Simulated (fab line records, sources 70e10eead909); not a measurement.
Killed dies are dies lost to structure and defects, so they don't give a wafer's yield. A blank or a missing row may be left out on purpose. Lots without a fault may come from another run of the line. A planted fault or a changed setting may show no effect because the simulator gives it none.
Which tool did it? | flow nand_harc | 12 lots, 34 wafers sampled, at 5 steps of a route of 1302

WHAT THE GAUGES READ, wafer by wafer
NHARC_END_SORT_01. Usual: killed_at_array 52, standard deviation 17; killed_at_other 0.9, standard deviation 1.2; killed_at_periphery 3.9, standard deviation 2.7; killed_dies 57, standard deviation 16; killed_open 3.3, standard deviation 1.9; killed_short 2.5, standard deviation 1.5.
lot  | measured     | on        | killed_at_array | killed_at_other | killed_at_periphery | killed_dies | killed_open | killed_short | flag
L644 | day 29 00:11 | prober-02 | 42 43 34        | 1 0 0           | 7 7 4               | 50 50 38    | 3 2 4       | 2 1 2        |

WHICH TOOL RAN EACH LOT (tool, then ch and the chambers of the sampled wafers, then the start)
lot  | NHARC_A_CHANNEL_HOLE_D2_ETCH_19  | NHARC_A_CHANNEL_HOLE_D2_ETCH_24  | NHARC_A_CHANNEL_FILL_D2_ALD_14   | NHARC_A_CHANNEL_FILL_D2_ALD_15
L634 | har_etch-01 ch 0,1, day 13 05:02 | har_etch-01 ch 0,1, day 13 07:09 | ald_hk-02 ch 0,1,3, day 13 18:01 | ald_sin_batch-03 ch 0, no start
L636 | har_etch-02 ch 0, day 14 09:17   | har_etch-02 ch 0, day 14 13:32   | ald_hk-01 ch 1,2,3, day 15 01:23 | ald_sin_batch-03 ch 0, no start
L638 | har_etch-02 ch 0,1, day 15 02:33 | har_etch-02 ch 0,1, day 15 04:41 | ald_hk-01 ch 2,3, day 15 15:35   | ald_sin_batch-03 ch 0, no start
L640 | har_etch-02 ch 0,1, day 16 01:38 | har_etch-02 ch 0,1, day 16 03:58 | ald_hk-03 ch 2,3, day 16 14:32   | ald_sin_batch-02 ch 0, no start
L639 | har_etch-01 ch 0,1, day 16 02:21 | har_etch-01 ch 0,1, day 16 04:35 | ald_hk-02 ch 0,3, day 16 14:40   | ald_sin_batch-02 ch 0, no start
L641 | har_etch-01 ch 0,1, day 16 09:15 | har_etch-01 ch 0,1, day 16 11:29 | ald_hk-02 ch 1,2,3, day 16 22:19 | ald_sin_batch-02 ch 0, no start
L644 | har_etch-02 ch 0,1, day 17 14:23 | har_etch-02 ch 0,1, day 17 16:51 | ald_hk-03 ch 0,1,2, day 18 06:05 | ald_sin_batch-02 ch 0, day 18 09:12
L650 | har_etch-01 ch 0,1, day 19 22:47 | har_etch-01 ch 0,1, day 20 00:55 | ald_hk-03 ch 0,2, day 20 11:44   | ald_sin_batch-01 ch 0, no start
L652 | har_etch-02 ch 1, day 20 17:16   | har_etch-02 ch 1, day 20 19:23   | ald_hk-03 ch 2,3, day 21 05:23   | ald_sin_batch-01 ch 0, no start
L655 | har_etch-02 ch 0,1, day 22 13:58 | har_etch-02 ch 0,1, day 22 16:05 | ald_hk-01 ch 0,3, day 23 07:49   | ald_sin_batch-01 ch 0, no start
L656 | har_etch-01 ch 0,1, day 22 17:13 | har_etch-01 ch 0,1, day 22 19:28 | ald_hk-01 ch 0,1,2, day 23 07:22 | ald_sin_batch-01 ch 0, no start
L657 | har_etch-01 ch 0,1, day 23 10:32 | har_etch-01 ch 0,1, day 23 12:47 | ald_hk-02 ch 1,2, day 23 23:32   | ald_sin_batch-01 ch 0, no start
- NHARC_A_CHANNEL_HOLE_D2_ETCH_19: etches the open film in C4F8/O2/Ar, time 34.5 s.
- NHARC_A_CHANNEL_HOLE_D2_ETCH_24: etches the open film in C4F8/O2/Ar, time 906.2 s, target depth 1500 nm.
- NHARC_A_CHANNEL_FILL_D2_ALD_14: deposits SiO2, target thk 2.5 nm, pulse time 10 s, ald cycles 25.
- NHARC_A_CHANNEL_FILL_D2_ALD_15: deposits SiNx, target thk 2 nm, pulse time 60 s, ald cycles 19.

WHAT THE TOOLS THEMSELVES READ (means of the sampled wafers that have a number; where no wafer has one, the mark that the record gives instead)
NHARC_A_CHANNEL_HOLE_D2_ETCH_19. Usual: c4f8_flow_sccm 28.79 sccm, standard deviation 0.078; drypump_motor_current_A 5.59 A, standard deviation 0.29; o2_flow_sccm 96.25 sccm, standard deviation 0.29; showerhead_plenum_p_Torr 3.62 Torr, standard deviation 0.2; temp_c -20.00 C, standard deviation 0.1; throttle_valve_pct 37.037 %, standard deviation 0.0097.
lot  | tool        | c4f8_flow_sccm (sccm) | drypump_motor_current_A (A) | o2_flow_sccm (sccm) | showerhead_plenum_p_Torr (Torr) | temp_c (C) | throttle_valve_pct (%) | flag
L634 | har_etch-01 | 28.76                 | 5.43                        | 96.18               | 3.52                            | -20.07     | 37.045                 |
L636 | har_etch-02 | 28.86                 | 6.09                        | 96.43               | 3.56                            | -20.00     | 37.032                 |
L638 | har_etch-02 | 28.74                 | 5.91                        | 96.10               | 3.53                            | -20.06     | 37.023                 |
L640 | har_etch-02 | 28.91                 | 5.75                        | 96.30               | 3.50                            | -20.09     | 37.042                 |
L639 | har_etch-01 | 28.80                 | 5.36                        | 95.90               | 3.52                            | -19.98     | 37.036                 |
L641 | har_etch-01 | 28.80                 | 5.45                        | 96.14               | 3.50                            | -19.93     | 37.053                 |
L644 | har_etch-02 | 28.77                 | 5.91                        | 96.47               | 3.98                            | -19.82     | 37.045                 |
L650 | har_etch-01 | 28.76                 | 5.39                        | 96.10               | 3.48                            | -20.14     | 37.034                 |
L652 | har_etch-02 | 28.77                 | 5.58                        | 96.22               | 3.96                            | -20.05     | 37.046                 |
L655 | har_etch-02 | 28.70                 | 5.76                        | 96.21               | 3.94                            | -20.05     | 37.035                 |
L656 | har_etch-01 | 28.74                 | 5.38                        | 96.22               | 3.47                            | -20.03     | 37.038                 |
L657 | har_etch-01 | 28.79                 | 5.35                        | 96.29               | 3.46                            | -20.07     | 37.027                 |

NHARC_A_CHANNEL_HOLE_D2_ETCH_24. Usual: c4f8_flow_sccm 93.77 sccm, standard deviation 0.26; drypump_motor_current_A 5.59 A, standard deviation 0.29; o2_flow_sccm 31.18 sccm, standard deviation 0.09; showerhead_plenum_p_Torr 3.57 Torr, standard deviation 0.2; temp_c -20.01 C, standard deviation 0.09; throttle_valve_pct 32.237 %, standard deviation 0.0081.
lot  | tool        | c4f8_flow_sccm (sccm) | drypump_motor_current_A (A) | o2_flow_sccm (sccm) | showerhead_plenum_p_Torr (Torr) | temp_c (C) | throttle_valve_pct (%) | flag
L634 | har_etch-01 | 93.99                 | 5.43                        | 31.18               | 3.48                            | -20.07     | 32.237                 |
L636 | har_etch-02 | 93.86                 | 6.10                        | 31.20               | 3.52                            | -19.99     | 32.241                 |
L638 | har_etch-02 | 93.59                 | 5.93                        | 31.22               | 3.49                            | -20.10     | 32.245                 |
L640 | har_etch-02 | 94.21                 | 5.75                        | 31.21               | 3.46                            | -20.12     | 32.242                 |
L639 | har_etch-01 | 93.76                 | 5.35                        | 31.20               | 3.48                            | -19.99     | 32.236                 |
L641 | har_etch-01 | 93.64                 | 5.43                        | 31.14               | 3.46                            | -20.07     | 32.236                 |
L644 | har_etch-02 | 93.84                 | 5.93                        | 31.11               | 3.92                            | -20.01     | 32.231                 |
L650 | har_etch-01 | 93.45                 | 5.41                        | 31.23               | 3.44                            | -19.93     | 32.238                 |
L652 | har_etch-02 | 93.82                 | 5.58                        | 31.12               | 3.90                            | -20.04     | 32.246                 |
L655 | har_etch-02 | 93.56                 | 5.75                        | 31.20               | 3.89                            | -19.93     | 32.240                 |
L656 | har_etch-01 | 93.55                 | 5.35                        | 31.14               | 3.43                            | -19.93     | 32.233                 |
L657 | har_etch-01 | 93.65                 | 5.36                        | 31.23               | 3.43                            | -19.94     | 32.228                 |

NHARC_A_CHANNEL_FILL_D2_ALD_14. Usual: heater_power_w 423 W, standard deviation 42; precursor_pulse_height_rel 0.999, standard deviation 0.022.
lot  | tool      | heater_power_w (W) | precursor_pulse_height_rel | flag
L634 | ald_hk-02 | 478                | 0.978                      |
L636 | ald_hk-01 | 422                | 1.009                      |
L638 | ald_hk-01 | 443                | 1.003                      |
L640 | ald_hk-03 | 404                | 0.995                      |
L639 | ald_hk-02 | 444                | 0.991                      |
L641 | ald_hk-02 | 450                | 1.037                      |
L644 | ald_hk-03 | 398                | 0.992                      |
L650 | ald_hk-03 | 427                | 0.966                      |
L652 | ald_hk-03 | 398                | 1.014                      |
L655 | ald_hk-01 | 416                | 1.008                      |
L656 | ald_hk-01 | 418                | 1.000                      |
L657 | ald_hk-02 | 479                | 1.009                      |

NHARC_A_CHANNEL_FILL_D2_ALD_15. Usual: precursor_pulse_height_rel 0.998, standard deviation 0.02.
lot  | tool             | precursor_pulse_height_rel | flag
L634 | ald_sin_batch-03 | 0.999                      |
L636 | ald_sin_batch-03 | 1.006                      |
L638 | ald_sin_batch-03 | 1.014                      |
L640 | ald_sin_batch-02 | 1.014                      |
L639 | ald_sin_batch-02 | 1.000                      |
L641 | ald_sin_batch-02 | 0.998                      |
L644 | ald_sin_batch-02 | 0.978                      |
L650 | ald_sin_batch-01 | 1.026                      |
L652 | ald_sin_batch-01 | 0.998                      |
L655 | ald_sin_batch-01 | 0.992                      |
L656 | ald_sin_batch-01 | 1.006                      |
L657 | ald_sin_batch-01 | 0.982                      |

THE ANSWER, worked out from the rows above alone
Rule: a lot is off if the mean of its wafers that have a number lies more than 3 standard deviations from the usual mean. A lot without any number at a reading at which 4 lots or more have one is off too. The other lots that the step has rows for count as sound. The gauges are gone through in route order, then the tools' own readings, and for those a lot's mean is taken as printed above. The first step at which some lot is off is used, and at that step the reading that is off furthest; a lot without a number counts as furthest.
No lot is off at any reading shown: from this, nothing can be told.

WHAT THE SIMULATOR HAD PUT IN
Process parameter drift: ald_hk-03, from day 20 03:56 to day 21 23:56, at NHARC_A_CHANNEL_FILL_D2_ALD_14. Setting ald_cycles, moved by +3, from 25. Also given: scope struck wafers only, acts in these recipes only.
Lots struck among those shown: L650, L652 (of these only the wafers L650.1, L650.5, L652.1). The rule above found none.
